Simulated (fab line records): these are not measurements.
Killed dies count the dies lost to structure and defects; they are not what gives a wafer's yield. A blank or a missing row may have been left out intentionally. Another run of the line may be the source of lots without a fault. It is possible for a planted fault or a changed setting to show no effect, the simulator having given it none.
Matching of chambers | flow n5 finfet | 4 sister chambers for N5_BEOL_M5_STRIP_64 on rie diel-01
The step strips in CF4. 8 wafers are shown with their chamber, then 9 later ones without.

WAFERS, EACH WITH ITS CHAMBER
wafer  | chamber | drypump motor current A (A) | showerhead plenum p Torr (Torr)
L083.2 | 2       | 5.6                         | 1.79
L083.4 | 0       | 5.0                         | 1.88
L084.1 | 1       | 5.2                         | 1.85
L084.2 | 3       | 4.7                         | 1.77
L084.4 | 2       | 5.5                         | 1.79
L088.2 | 1       | 5.2                         | 1.84
L088.3 | 0       | 5.0                         | 1.87
L088.5 | 3       | 4.7                         | 1.76

WAFERS WHOSE CHAMBER IS MISSING
wafer  | drypump motor current A (A) | showerhead plenum p Torr (Torr)
L095.2 | 5.1                         | 1.87
L095.5 | 5.6                         | 1.78
L095.6 | 4.7                         | 1.76
L094.3 | 4.7                         | 1.76
L094.4 | 5.5                         | 1.78
L094.5 | 5.0                         | 1.87
L096.1 | 5.0                         | 1.87
L096.4 | 4.7                         | 1.76
L096.5 | 4.7                         | 1.76

EACH ONE'S CHAMBER
wafer  | from the rows above | in truth
L095.2 | 0                   | 0
L095.5 | 2                   | 2
L095.6 | 3                   | 3
L094.3 | 3                   | 3
L094.4 | 2                   | 2
L094.5 | 0                   | 0
L096.1 | 0                   | 0
L096.4 | 3                   | 3
L096.5 | 3                   | 3
Correct placement for 9 of the 9. Not placeable from these rows: 0. Placed wrongly: 0.
How it was worked out, from the rows above alone: a wafer's distance from a chamber is the root of the sum, over the readings, of the square of ((its reading less the chamber's mean) divided by the reading's scatter). If the next closest chamber is less than 2 further off than the closest, the wafer can't be placed; otherwise it belongs to the closest. For every chamber, the mean is computed from those of its wafers that are shown. The scatter is the square root of a quotient: the sum, over the shown wafers, of each reading's squared deviation from its chamber's mean, divided by wafers minus chambers.
